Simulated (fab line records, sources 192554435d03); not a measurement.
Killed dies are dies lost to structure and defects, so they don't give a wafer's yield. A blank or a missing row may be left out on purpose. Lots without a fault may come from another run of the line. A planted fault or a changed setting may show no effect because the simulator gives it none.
Chamber matching | flow n5_finfet | N5_STI_FIN_REVEAL_ALD_00 on ald_sin-02: 4 sister chambers
The step deposits SiO2, target thk 1 nm, pulse time 1 s. 4 wafers are shown with their chamber, then 11 later ones without.

WAFERS WITH THEIR CHAMBER
wafer  | chamber | heater_power_outer_w (W)
L085.6 | 0       | 235
L087.1 | 2       | 248
L087.5 | 1       | 281
L089.1 | 3       | 308

WAFERS WITHOUT THEIR CHAMBER
wafer  | heater_power_outer_w (W)
L089.3 | 278
L089.4 | 235
L090.2 | 297
L090.5 | 232
L090.6 | 282
L094.2 | 235
L094.3 | 302
L094.6 | 231
L095.1 | 238
L095.2 | 281
L095.3 | 306

WHICH CHAMBER EACH WENT THROUGH
wafer  | from the rows above     | in truth
L089.3 | 1                       | 1
L089.4 | 0                       | 0
L090.2 | can't be placed: 3 or 1 | 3
L090.5 | 0                       | 0
L090.6 | 1                       | 1
L094.2 | 0                       | 0
L094.3 | 3                       | 3
L094.6 | 0                       | 0
L095.1 | can't be placed: 0 or 2 | 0
L095.2 | 1                       | 1
L095.3 | 3                       | 3
Placed correctly: 9 of 11. Can't be placed from these rows: 2 (the true chamber is among the candidates in 2). Placed wrongly: 0.
How it was worked out, from the rows above alone: a wafer's distance from a chamber is the root of the sum, over the readings, of the square of ((its reading less the chamber's mean) divided by the reading's scatter). The wafer belongs to the nearest chamber; if the next one is less than 2 further off, it can't be placed. A chamber's mean is the mean of its shown wafers. The scatter: with one shown wafer a chamber, the root of the mean of the squares of how far each hidden wafer lies from its nearest shown one.
